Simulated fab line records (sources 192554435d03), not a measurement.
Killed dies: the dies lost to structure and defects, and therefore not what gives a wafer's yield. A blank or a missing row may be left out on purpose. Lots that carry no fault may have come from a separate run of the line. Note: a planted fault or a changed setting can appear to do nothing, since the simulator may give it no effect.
fab line records	flow n5Finfet
record lots=8	wafers=24	lastDay=21
route steps=1938 shown BEOL_M6@1233 PASSIVATION@1936
lots with no fault: from the same line, run without faults
startH: hours from the record's first day to the start of the lot's first wafer shown	waitH: hours since the lot's step before	" the same as in the row above	L1.1+2: a row that stands for several wafers	- value missing, or start not given	* or withheld: withheld	< > ~ a bound
route shown NAME@n: NAME is a module with steps in the file, n the number in the route of the first one	usual: the fault-free wafers' mean and standard deviation	same: alike in all rows	chamber/n: place in a boat	sites: each site's reading	_std_site: standard deviation across them	_edge_site: outer sites' mean less inner sites'	radiusMm: for every site, how far away it sits from the centre of the wafer	mask NAME#n: copy n	behind: the last tool/chamber to shape the wafer	hold: the reason the lot was held/the length of the hold in hours/how it ended	device: transistor that didn't switch, given as n, p or np	end of line: tests of these same wafers at the route's end	where a step has no rows: the recipe by itself	killed: count of dies lost to structure and defects at first sort (not the wafer's yield)	map: dies across one wafer; x = killed, . = not, _ = none there
set.NAME: the run value of the setting; set.NAME@STEP: its run value at that earlier step	model.NAME: the simulator's own value behind a step, which no gauge read
one table for each step of the route and one row for each wafer, over a sample of lots
services: a tool's chamber out of use, with start hour (startH, from the record's first day; less than 0 if before it), hours out, and reason
## steps
# step N5_BEOL_M6_ETCH_66
# recipe chemistry=N2/H2	target=SOC	targetDepthA=800	overetchA=160	maskMaterial=SiARC	tempC=40	timeS=120	ionEnergyEv=200	pressureMtorr=30	sourceW=840	biasW=150	n2FlowSccm=200	h2FlowSccm=200
# usual drypumpMotorCurrentA=5.6/0.4	oesProductAu=0.63/0.068	rfFwdPowerW=835.5/2.5	rfVppV=524.6/2.8	showerheadPlenumPTorr=2.57/0.099	throttleValvePct=17.84/0.2
lot.wafer	tool	chamber	startH	waitH	drypumpMotorCurrentA	oesProductAu	rfFwdPowerW	rfHoursCounterH	rfVppV	showerheadPlenumPTorr	throttleValvePct
L106.2	rieDiel-04	3	230.53	0.0	5.1	0.76	836.0	1	525.3	2.60	17.70
L106.4	"	1	"	"	5.6	0.67	832.8	61	521.1	2.47	17.95
L106.5	"	0	"	"	6.1	0.70	841.2	-	529.3	2.72	17.71
L109.4	rieDiel-04	0	262.69	0.0	6.1	0.68	836.6	32	528.4	2.71	17.70
L109.5	"	2	"	"	5.2	0.53	836.9	-	523.0	2.49	17.89
L109.6	"	1	"	"	5.6	0.66	835.6	-	523.3	2.47	17.99
L118.2	rieDiel-04	1	363.18	0.0	5.6	0.63	832.5	101	521.4	2.46	18.03
L118.4	"	2	"	"	5.2	0.71	837.1	15	522.2	2.48	17.45
L118.6	"	0	"	"	6.1	0.65	829.7	-	528.7	2.70	17.76
L119.2	rieDiel-05	0	375.57	0.0	6.3	0.64	832.7	71	524.9	2.59	17.96
L119.5	"	1	"	"	5.4	0.65	839.8	-	527.0	2.71	17.77
L119.6	"	0	"	"	6.3	0.64	833.8	-	524.6	2.59	17.95
L126.4	rieDiel-04	0	387.29	0.0	6.1	0.64	838.7	-	527.8	2.69	17.77
L126.5	"	2	"	"	5.2	0.69	836.2	-	522.1	2.48	17.46
L126.6	"	1	"	"	5.6	0.62	837.3	-	521.2	2.46	18.06
L128.3	rieDiel-04	2	389.04	0.0	5.2	0.69	835.1	22	523.6	2.48	17.47
L128.4	"	0	"	"	6.1	0.64	833.7	-	527.5	2.69	17.78
L128.5	"	2	"	"	5.2	0.69	838.5	-	522.9	2.48	17.44
L123.1	rieDiel-04	3	404.37	0.0	5.1	0.67	839.5	51	525.3	2.58	17.80
L123.2	"	1	"	"	5.6	0.62	834.1	115	521.6	2.45	18.05
L123.5	"	1	"	"	5.6	0.61	834.8	-	521.1	2.45	18.07
L127.3	rieDiel-04	2	420.91	0.0	5.2	0.67	835.7	35	522.7	2.48	17.46
L127.4	"	1	"	"	5.6	0.61	833.5	122	520.2	2.45	18.08
L127.6	"	2	"	"	5.2	0.67	833.5	-	521.1	2.48	17.50
# step N5_BEOL_M6_STRIP_36
# recipe chemistry=N2/H2	powerW=450	tempC=40	pressureMtorr=20	rfFrequencyHz=6e+07	overashFraction=0.3	biasPowerW=7	h2Frac=0.5	n2FlowSccm=200	h2FlowSccm=200
# usual drypumpMotorCurrentA=5.6/0.4	oesProductAu=0.83/0.096	rfVppV=59.1/1.5	showerheadPlenumPTorr=2.57/0.099	throttleValvePct=23.69/0.24
lot.wafer	tool	chamber	startH	waitH	drypumpMotorCurrentA	oesProductAu	rfHoursCounterH	rfVppV	showerheadPlenumPTorr	throttleValvePct
L106.2	rieDiel-04	3	230.68	0.0	5.1	1.01	1	56.6	2.60	23.74
L106.4	"	1	"	"	5.6	0.86	62	58.4	2.47	23.88
L106.5	"	0	"	"	6.1	0.93	-	59.0	2.71	23.56
L109.4	rieDiel-04	0	262.85	0.0	6.1	0.91	32	59.0	2.71	23.57
L109.5	"	2	"	"	5.2	0.68	-	58.2	2.49	23.55
L109.6	"	1	"	"	5.6	0.86	-	58.9	2.47	23.84
L118.2	rieDiel-04	1	363.33	0.0	5.6	0.81	101	60.9	2.45	23.91
L118.4	"	2	"	"	5.2	0.91	15	59.5	2.48	23.17
L118.6	"	0	"	"	6.1	0.86	-	60.3	2.69	23.61
L119.2	rieDiel-05	0	375.72	0.0	6.3	0.81	71	59.2	2.58	23.90
L119.5	"	1	"	"	5.4	0.86	-	60.8	2.70	23.78
L119.6	"	0	"	"	6.3	0.81	-	60.0	2.58	23.92
L126.4	rieDiel-04	0	387.43	0.0	6.1	0.85	-	63.1	2.69	23.60
L126.5	"	2	"	"	5.2	0.92	-	62.2	2.48	23.19
L126.6	"	1	"	"	5.6	0.81	-	56.5	2.45	23.96
L128.3	rieDiel-04	2	389.19	0.0	5.2	0.90	22	59.8	2.48	23.18
L128.4	"	0	"	"	6.1	0.86	-	58.9	2.69	23.65
L128.5	"	2	"	"	5.2	0.91	-	61.7	2.48	23.20
L123.1	rieDiel-04	3	404.52	0.0	5.1	0.89	51	58.6	2.57	23.84
L123.2	"	1	"	"	5.6	0.80	115	61.3	2.45	23.93
L123.5	"	1	"	"	5.5	0.81	-	57.5	2.45	23.93
L127.3	rieDiel-04	2	421.06	0.0	5.2	0.89	35	60.8	2.47	23.17
L127.4	"	1	"	"	5.6	0.80	122	57.3	2.45	23.94
L127.6	"	2	"	"	5.2	0.88	-	61.2	2.47	23.19
# step N5_BEOL_M6_TRENCH_ETCH_37
# recipe chemistry=C4F6/O2	targetDepthA=944.35	target=SiCOH_lowk	timeS=31.5	ionEnergyEv=250	pressureMtorr=30	sourceW=345	biasW=185	Ar_flow_sccm=300	C4F6_flow_sccm=10	O2_flow_sccm=10
# usual drypumpMotorCurrentA=5.6/0.4	oes_ar_750_au=0.83/0.09	oes_f_703_au=0.83/0.089	oes_o_777_au=0.83/0.09	oesProductAu=0.83/0.097	rfFwdPowerW=340.5/1.7	rfVppV=666/6.5	showerheadPlenumPTorr=2.88/0.1	throttleValvePct=20.92/0.17
lot.wafer	tool	chamber	startH	waitH	drypumpMotorCurrentA	oes_ar_750_au	oes_f_703_au	oes_o_777_au	oesProductAu	rfFwdPowerW	rfHoursCounterH	rfVppV	showerheadPlenumPTorr	throttleValvePct
L106.2	rieDiel-04	3	230.72	-	5.1	1.00	0.99	0.99	1.01	340.6	1	668	2.91	20.73
L106.4	"	1	"	"	5.5	0.86	0.87	0.86	0.86	338.9	62	664	2.77	21.07
L106.5	"	0	"	"	6.1	0.92	0.92	0.92	0.94	339.7	-	672	3.01	20.73
L109.4	rieDiel-04	0	262.89	-	6.1	1.00	1.15	1.12	0.94	422.9	32	602	3.01	20.78
L109.5	"	2	"	"	5.2	0.69	0.68	0.69	0.67	338.9	-	660	2.81	21.07
L109.6	"	1	"	"	5.5	0.85	0.85	0.84	0.85	339.3	-	663	2.76	21.09
L118.2	rieDiel-04	1	363.37	-	5.6	0.82	0.82	0.81	0.82	339.8	101	663	2.75	21.14
L118.4	"	2	"	"	5.2	0.92	0.92	0.91	0.93	337.9	15	660	2.80	20.70
L118.6	"	0	"	"	6.1	0.85	0.84	0.86	0.86	341.0	-	672	3.00	20.81
L119.2	rieDiel-05	0	375.76	-	6.3	0.83	0.82	0.82	0.84	339.5	71	681	2.87	20.88
L119.5	"	1	"	"	5.4	0.85	0.85	0.87	0.86	341.2	-	665	3.01	20.77
L119.6	"	0	"	"	6.3	0.83	0.82	0.81	0.82	338.3	-	681	2.87	20.93
L126.4	rieDiel-04	0	387.46	-	6.1	0.84	0.84	0.84	0.85	337.2	-	672	2.99	20.82
L126.5	"	2	"	"	5.2	0.90	0.92	0.90	0.92	342.3	-	659	2.79	20.73
L126.6	"	1	"	"	5.5	0.81	0.81	0.81	0.81	338.6	-	665	2.75	21.15
L128.3	rieDiel-04	2	389.23	-	5.2	0.90	0.91	0.91	0.91	337.7	22	659	2.79	20.73
L128.4	"	0	"	"	6.1	0.84	0.84	0.85	0.85	341.1	-	671	2.99	20.80
L128.5	"	2	"	"	5.2	0.91	0.90	0.90	0.92	339.8	-	659	2.79	20.73
L123.1	rieDiel-04	3	404.56	-	5.1	0.88	0.87	0.88	0.89	342.3	51	667	2.88	20.81
L123.2	"	1	"	"	5.6	0.79	0.80	0.80	0.81	339.8	115	664	2.74	21.17
L123.5	"	1	"	"	5.6	0.80	0.80	0.80	0.80	339.7	-	664	2.74	21.14
L127.3	rieDiel-04	2	421.10	-	5.1	0.88	0.88	0.87	0.87	342.3	35	659	2.79	20.76
L127.4	"	1	"	"	5.6	0.80	0.79	0.79	0.79	338.3	122	663	2.74	21.15
L127.6	"	2	"	"	5.2	0.88	0.88	0.87	0.88	341.5	-	659	2.79	20.74
# step N5_BEOL_M6_OCD_MEAS_38
# usual trenchDepthNm=94.2/1.7
lot.wafer	tool	chamber	startH	waitH	trenchDepthNm
L106.2	ocd-01	-	230.88	-	95.7
L106.4	"	-	"	"	94.2
L106.5	"	-	"	"	96.3
L109.4	ocd-01	-	263.05	-	103.0
L109.5	"	-	"	"	91.7
L109.6	"	-	"	"	93.6
L118.2	ocd-02	-	363.53	-	94.1
L118.4	"	-	"	"	96.1
L118.6	"	-	"	"	96.3
L119.2	ocd-02	-	375.92	-	93.6
L119.5	"	-	"	"	94.4
L119.6	"	-	"	"	93.3
L126.4	ocd-02	-	387.60	-	96.0
L126.5	"	-	"	"	97.5
L126.6	"	-	"	"	93.1
L128.3	ocd-01	-	389.39	-	96.6
L128.4	"	-	"	"	95.8
L128.5	"	-	"	"	96.5
L123.1	ocd-02	-	404.72	-	96.1
L123.2	"	-	"	"	94.0
L123.5	"	-	"	"	93.9
L127.3	ocd-01	-	421.26	-	95.1
L127.4	"	-	"	"	92.5
L127.6	"	-	"	"	95.3
# step N5_BEOL_M6_CURE_75
# recipe tempC=370	timeS=120	ambient=DMADMS/He	material=SiCOH_lowk
# usual lampPowerPct=52.32/0.053	wafer_temp_C_max=371.6/0.51
lot.wafer	tool	chamber	startH	waitH	lampPowerPct	wafer_temp_C_max
L106.2	uvCure-02	2	231.47	0.4	52.30	370.9
L106.4	"	2	"	"	52.24	370.7
L106.5	"	2	"	"	52.28	370.9
L109.4	uvCure-01	2	263.39	0.2	52.31	371.5
L109.5	"	2	"	"	52.31	372.0
L109.6	"	2	"	"	52.34	372.1
L118.2	uvCure-02	2	363.77	0.1	52.36	371.6
L118.4	"	2	"	"	52.32	371.3
L118.6	"	2	"	"	52.31	371.0
L119.2	uvCure-01	2	376.21	0.1	52.35	372.5
L119.5	"	2	"	"	52.35	372.9
L119.6	"	2	"	"	52.36	372.5
L126.4	uvCure-03	1	387.94	0.2	52.24	372.3
L126.5	"	1	"	"	52.32	371.7
L126.6	"	1	"	"	52.35	371.7
L128.3	uvCure-02	0	389.69	0.1	52.35	370.6
L128.4	"	0	"	"	52.32	370.9
L128.5	"	0	"	"	52.29	371.1
L123.1	uvCure-03	1	404.91	0.0	52.31	371.7
L123.2	"	1	"	"	52.32	371.6
L123.5	"	1	"	"	52.34	371.8
L127.3	uvCure-03	2	421.56	0.1	52.30	371.4
L127.4	"	2	"	"	52.28	371.3
L127.6	"	2	"	"	52.33	371.8
# step N5_BEOL_M6_THK_MEAS_53
# recipe thkMeasGauge=xrf	reads=Cu_of_BEOL_M6_ECD_50
# usual M6_THK=78.9/1.9
lot.wafer	tool	chamber	startH	waitH	M6_THK[nm]
L106.2	filmMetro-02	-	233.61	-	79.9
L106.4	"	-	"	"	78.5
L106.5	"	-	"	"	82.6
L109.4	filmMetro-02	-	266.32	-	86.9
L109.5	"	-	"	"	74.7
L109.6	"	-	"	"	77.8
L118.2	filmMetro-01	-	367.56	-	79.6
L118.4	"	-	"	"	82.2
L118.6	"	-	"	"	81.6
L119.2	filmMetro-01	-	379.82	0.1	78.7
L119.5	"	-	"	"	80.2
L119.6	"	-	"	"	78.7
L126.4	filmMetro-02	-	390.73	-	78.7
L126.5	"	-	"	"	78.8
L126.6	"	-	"	"	74.7
L128.3	filmMetro-01	-	391.53	-	80.3
L128.4	"	-	"	"	79.6
L128.5	"	-	"	"	80.8
L123.1	filmMetro-01	-	409.44	-	79.5
L123.2	"	-	"	"	78.2
L123.5	"	-	"	"	78.2
L127.3	filmMetro-02	-	425.20	-	80.1
L127.4	"	-	"	"	77.9
L127.6	"	-	"	"	78.5
# step N5_BEOL_M6_RS_MEAS_57
# recipe thkMeasGauge=four-point-probe	reads=Cu_of_BEOL_M6_ECD_50+Co_of_BEOL_M6_CVD_78+TaN_of_BEOL_M6_ALD_77
# usual M6_RS=0.287/0.0081
lot.wafer	tool	chamber	startH	waitH	M6_RS[ohm/sq]
L106.2	filmMetro-02	-	233.75	0.1	0.282
L106.4	"	-	"	"	0.288
L106.5	"	-	"	"	0.271
L109.4	filmMetro-02	-	266.45	0.0	0.257
L109.5	"	-	"	"	0.306
L109.6	"	-	"	"	0.293
L118.2	filmMetro-01	-	367.69	0.1	0.286
L118.4	"	-	"	"	0.273
L118.6	"	-	"	"	0.275
L119.2	filmMetro-02	-	379.95	0.1	0.291
L119.5	"	-	"	"	0.284
L119.6	"	-	"	"	0.291
L126.4	filmMetro-02	-	390.86	0.0	0.284
L126.5	"	-	"	"	0.282
L126.6	"	-	"	"	0.301
L128.3	filmMetro-02	-	391.66	0.1	0.279
L128.4	"	-	"	"	0.283
L128.5	"	-	"	"	0.277
L123.1	filmMetro-01	-	409.57	0.1	0.283
L123.2	"	-	"	"	0.288
L123.5	"	-	"	"	0.289
L127.3	filmMetro-01	-	425.33	0.1	0.283
L127.4	"	-	"	"	0.293
L127.6	"	-	"	"	0.290
# step N5_PASSIVATION_PROBE_49
# usual defectLimitedYield=91.4/1.2	killed_at_M0_to_M3=34/10	killed_at_M4_up=14/5.1	killedAtContacts=12/6.4	killedAtFrontEnd=38/9.3	killedAtOther=4/3	killedDies=102/15	killedOnRim=13/3.6	killedOpen=67/12	killedShort=33/6.9	sort_bin_5_function=5.0/0.86	sort_bin_6_memory=3.2/0.58	sort_bin_8_speed=0.00/0.0099	sortNPass=1078/15	sortYieldPct=91.4/1.2
# same grossDies=1180	killedAtBackSide=0	sort_bin_4_leakage[%]=0
lot.wafer	tool	chamber	startH	waitH	defectLimitedYield[%]	killed_at_M0_to_M3	killed_at_M4_up	killedAtContacts	killedAtFrontEnd	killedAtOther	killedDies	killedOnRim	killedOpen	killedShort	sort_bin_5_function[%]	sort_bin_6_memory[%]	sort_bin_8_speed[%]	sortNPass	sortYieldPct[%]
L106.2	prober-02	-	313.71	0.1	91.9	17	16	17	41	5	96	13	67	23	4.1	4.0	0	1084	91.9
L106.4	prober-02	-	313.81	0.2	91.5	29	10	11	41	9	100	9	58	42	4.6	3.3	0	1080	91.5
L106.5	prober-02	-	313.86	0.2	91.4	32	4	13	47	5	101	11	64	36	5.2	3.1	0	1079	91.4
L109.4	prober-02	-	337.33	0.2	92.5	30	10	15	31	2	88	8	53	31	4.2	2.9	0	1092	92.5
L109.5	prober-02	-	337.38	0.2	90.9	37	15	21	31	3	107	15	81	25	5.3	3.6	0	1073	90.9
L109.6	prober-02	-	337.43	0.3	91.3	25	17	19	38	4	103	9	69	29	5.8	2.8	0	1077	91.3
L126.4	prober-01	-	475.71	0.2	92.5	30	11	18	25	5	89	9	51	37	4.1	3.1	0	1091	92.5
L126.5	prober-01	-	475.76	0.2	91.4	27	16	16	41	1	101	12	62	38	5.2	3.1	0	1079	91.4
L126.6	prober-01	-	475.81	0.3	91.0	27	12	19	44	4	106	11	68	36	4.8	3.7	0	1074	91.0
L128.3	prober-02	-	484.24	0.1	88.0	58	15	13	52	4	142	17	106	35	8.0	3.8	0	1038	88.0
L128.4	prober-02	-	484.29	0.2	89.2	60	9	18	38	3	128	13	86	39	6.1	4.2	0	1052	89.2
L128.5	prober-02	-	484.34	0.2	91.8	37	9	15	35	1	97	16	73	24	5.8	1.9	0	1083	91.8
# killed by level:class
L106.2 BEOL_M4:geometricParticle:open=11 STI_FIN_REVEAL:geometricParticle:open=10 MOL_CONTACT_COAG:geometricParticle:open=10 FIN_SAQP:geometricParticle:open=9 MOL_CONTACT_COAG:geometricParticle:short=5 BEOL_M3:geometricParticle:open=5 FIN_SAQP:geometricParticle:short=4 STI_FIN_REVEAL:geometricParticle:short=4
L106.4 STI_FIN_REVEAL:geometricParticle:open=11 BEOL_M0_SAQP:geometricParticle:short=10 FIN_SAQP:geometricParticle:short=9 MOL_CONTACT_COAG:geometricParticle:open=9 BEOL_M0_SAQP:geometricParticle:open=7 BEOL_M3:geometricParticle:open=6 FIN_SAQP:geometricParticle:open=5 BEOL_M8:geometricParticle:open=4
L106.5 STI_FIN_REVEAL:geometricParticle:open=19 MOL_CONTACT_COAG:geometricParticle:open=10 BEOL_M0_SAQP:geometricParticle:open=10 BEOL_M0_SAQP:geometricParticle:short=9 FIN_SAQP:geometricParticle:short=6 GATE_CUT:geometricParticle:short=5 BEOL_M2:geometricParticle:open=5 DUMMY_GATE:geometricParticle:short=4
L109.4 MOL_CONTACT_COAG:geometricParticle:open=8 BEOL_M0_SAQP:geometricParticle:short=8 GATE_CUT:geometricParticle:short=7 BEOL_M2:geometricParticle:open=6 FIN_SAQP:geometricParticle:open=5 GATE_CUT:geometricParticle:open=5 MOL_CONTACT_COAG:geometricParticle:short=5 BEOL_M3:geometricParticle:open=5
L109.5 MOL_CONTACT_COAG:geometricParticle:open=16 BEOL_M3:geometricParticle:open=9 BEOL_M1:geometricParticle:open=8 GATE_CUT:geometricParticle:short=7 BEOL_M0_SAQP:geometricParticle:open=7 BEOL_M2:geometricParticle:open=6 FIN_SAQP:geometricParticle:open=5 STI_FIN_REVEAL:geometricParticle:open=5
L109.6 STI_FIN_REVEAL:geometricParticle:open=15 MOL_CONTACT_COAG:geometricParticle:open=11 FIN_SAQP:geometricParticle:open=9 MOL_CONTACT_COAG:geometricParticle:short=7 BEOL_M3:geometricParticle:open=6 BEOL_M0_SAQP:geometricParticle:open=5 FIN_SAQP:geometricParticle:short=4 BEOL_M2:geometricParticle:open=4
L126.4 MOL_CONTACT_COAG:geometricParticle:open=13 BEOL_M0_SAQP:geometricParticle:short=8 BEOL_M4:geometricParticle:open=8 GATE_CUT:geometricParticle:short=7 BEOL_M1:geometricParticle:open=7 BEOL_M3:geometricParticle:open=7 FIN_SAQP:geometricParticle:short=5 MOL_CONTACT_COAG:geometricParticle:short=5
L126.5 MOL_CONTACT_COAG:geometricParticle:open=13 FIN_SAQP:geometricParticle:short=8 STI_FIN_REVEAL:geometricParticle:open=8 BEOL_M0_SAQP:geometricParticle:open=8 BEOL_M4:geometricParticle:open=8 GATE_CUT:geometricParticle:short=6 BEOL_M0_SAQP:geometricParticle:short=6 STARTING-WAFER:geometricParticle:open=5
L126.6 MOL_CONTACT_COAG:geometricParticle:open=16 FIN_SAQP:geometricParticle:open=10 GATE_CUT:geometricParticle:short=10 BEOL_M1:geometricParticle:open=6 FIN_SAQP:geometricParticle:short=5 STI_FIN_REVEAL:geometricParticle:open=5 BEOL_M2:geometricParticle:open=5 BEOL_M3:geometricParticle:open=5
L128.3 BEOL_M0_SAQP:geometricParticle:open=13 BEOL_M2:geometricParticle:open=12 FIN_SAQP:geometricParticle:open=11 MOL_CONTACT_COAG:geometricParticle:open=10 BEOL_M1:geometricParticle:open=10 BEOL_M3:geometricParticle:open=10 STI_FIN_REVEAL:geometricParticle:open=9 STI_FIN_REVEAL:geometricParticle:short=6
L128.4 MOL_CONTACT_COAG:geometricParticle:open=16 BEOL_M0_SAQP:geometricParticle:short=15 BEOL_M0_SAQP:geometricParticle:open=15 STI_FIN_REVEAL:geometricParticle:open=14 BEOL_M2:geometricParticle:open=10 FIN_SAQP:geometricParticle:open=6 BEOL_M3:geometricParticle:open=6 STARTING-WAFER:geometricParticle:open=6
L128.5 BEOL_M2:geometricParticle:open=14 MOL_CONTACT_COAG:geometricParticle:open=14 DUMMY_GATE:geometricParticle:open=9 BEOL_M1:geometricParticle:open=9 STI_FIN_REVEAL:geometricParticle:open=8 BEOL_M0_SAQP:geometricParticle:short=7 FIN_SAQP:geometricParticle:open=6 STARTING-WAFER:geometricParticle:short=5
## services
tool	chamber	startH	hours	kind
uvCure-01	-	208.83	1.0	pm
rieDiel-04	3	212.32	-	clean
rieDiel-04	3	212.32	-	consumableReplace:focusRing
rieDiel-04	3	212.32	13.7	scheduledDown
rieDiel-04	3	212.32	13.7	ventCycle
uvCure-01	-	228.30	5.0	pm
uvCure-01	-	235.82	7.1	pm
uvCure-01	-	243.99	0.3	repair
rieDiel-05	2	261.55	-	clean
rieDiel-05	2	261.55	-	consumableReplace:focusRing
uvCure-01	-	267.57	2.1	pm
rieDiel-04	2	292.39	-	clean
rieDiel-04	2	292.39	-	consumableReplace:focusRing
rieDiel-04	2	292.39	17.3	scheduledDown
rieDiel-04	2	292.39	17.3	ventCycle
uvCure-02	-	296.76	4.3	pm
uvCure-02	-	314.21	22.2	pm
uvCure-03	-	316.55	1.0	pm
rieDiel-05	1	333.99	5.9	repair
uvCure-02	-	336.41	4.5	pm
rieDiel-04	3	382.33	7.4	repair
rieDiel-04	0	393.93	4.7	repair
rieDiel-04	0	401.55	15.5	repair
uvCure-03	-	410.41	0.9	repair
## key
firstSign step=N5_BEOL_M6_TRENCH_ETCH_37	reading=rfFwdPowerW	direction=up	sigmas=49	usual=*	struck=*
effect step=N5_BEOL_M6_TRENCH_ETCH_37	reading=rfVppV	direction=down	sigmas=9.8	usual=666	struck=602
effect step=N5_BEOL_M6_OCD_MEAS_38	reading=trenchDepthNm	direction=up	sigmas=5.2	usual=94.2	struck=103.0
effect step=N5_BEOL_M6_THK_MEAS_53	reading=M6_THK	direction=up	sigmas=4.2	usual=78.9	struck=86.9
effect step=N5_BEOL_M6_RS_MEAS_57	reading=M6_RS	direction=down	sigmas=3.7	usual=0.287	struck=0.257
metAt N5_BEOL_M6_TRENCH_ETCH_37
struckLots L109
struckWafers L109.4
notActingAt N5_BEOL_M6_ETCH_66,N5_BEOL_M6_STRIP_36,N5_BEOL_M6_CURE_75
onsetBetween 230.72 262.89
fault kind=processParameterDrift	tool=rieDiel-04	chamber=0	onsetH=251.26	steps=N5_BEOL_M6_TRENCH_ETCH_37	channel=sourceW	offset=82.8	shape=step	endH=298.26	actsIn=theseRecipesOnly	stated=345
